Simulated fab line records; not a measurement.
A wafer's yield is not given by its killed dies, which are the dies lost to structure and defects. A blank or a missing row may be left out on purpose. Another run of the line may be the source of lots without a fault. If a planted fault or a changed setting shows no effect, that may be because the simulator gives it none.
Matching of chambers || flow n5Finfet || N5_MOL_CONTACT_COAG_VIA_ETCH_117 on rieDiel-04 has 4 sister chambers
The step etches SiO2 in C4F6/O2, target depth 40 nm, overetch 8 nm, time 26 s. 4 wafers are shown with their chamber, then 10 later ones without.

## WAFERS PAIRED WITH THEIR CHAMBERS
{"wafer": "L088.2", "chamber": 3, "showerheadPlenumPTorr (Torr)": 2.89}
{"wafer": "L088.3", "chamber": 0, "showerheadPlenumPTorr (Torr)": 2.80}
{"wafer": "L089.3", "chamber": 2, "showerheadPlenumPTorr (Torr)": 2.88}
{"wafer": "L089.4", "chamber": 1, "showerheadPlenumPTorr (Torr)": 2.78}

## WAFERS MISSING THEIR CHAMBER
{"wafer": "L089.5", "showerheadPlenumPTorr (Torr)": 2.78}
{"wafer": "L090.2", "showerheadPlenumPTorr (Torr)": 2.77}
{"wafer": "L090.3", "showerheadPlenumPTorr (Torr)": 2.88}
{"wafer": "L090.4", "showerheadPlenumPTorr (Torr)": 2.80}
{"wafer": "L092.2", "showerheadPlenumPTorr (Torr)": 2.88}
{"wafer": "L092.5", "showerheadPlenumPTorr (Torr)": 2.80}
{"wafer": "L092.6", "showerheadPlenumPTorr (Torr)": 2.77}
{"wafer": "L094.1", "showerheadPlenumPTorr (Torr)": 2.88}
{"wafer": "L094.2", "showerheadPlenumPTorr (Torr)": 2.77}
{"wafer": "L094.3", "showerheadPlenumPTorr (Torr)": 2.88}

## WHICH CHAMBER EACH WENT THROUGH
{"wafer": "L089.5", "from the rows above": 1, "in truth": 1}
{"wafer": "L090.2", "from the rows above": 1, "in truth": 1}
{"wafer": "L090.3", "from the rows above": "can't be placed: 2 or 3", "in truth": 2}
{"wafer": "L090.4", "from the rows above": 0, "in truth": 0}
{"wafer": "L092.2", "from the rows above": "can't be placed: 2 or 3", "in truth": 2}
{"wafer": "L092.5", "from the rows above": 0, "in truth": 0}
{"wafer": "L092.6", "from the rows above": 1, "in truth": 1}
{"wafer": "L094.1", "from the rows above": "can't be placed: 2 or 3", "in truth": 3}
{"wafer": "L094.2", "from the rows above": 1, "in truth": 1}
{"wafer": "L094.3", "from the rows above": "can't be placed: 2 or 3", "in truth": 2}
Correctly placed: 6 of 10. Not placeable from these rows: 4 (in 4, the candidates include the true chamber). Wrongly placed: 0.
How it was worked out, from the rows above alone: a wafer's distance from a chamber is the root of the sum, over the readings, of the square of ((its reading less the chamber's mean) divided by the reading's scatter). The wafer belongs to the nearest chamber; if the next one is less than 2 further off, it can't be placed. For every chamber, the mean is computed from those of its wafers that are shown. The scatter (one wafer shown for each chamber): square how far every hidden wafer sits from the nearest shown wafer, average those squares and take the square root.
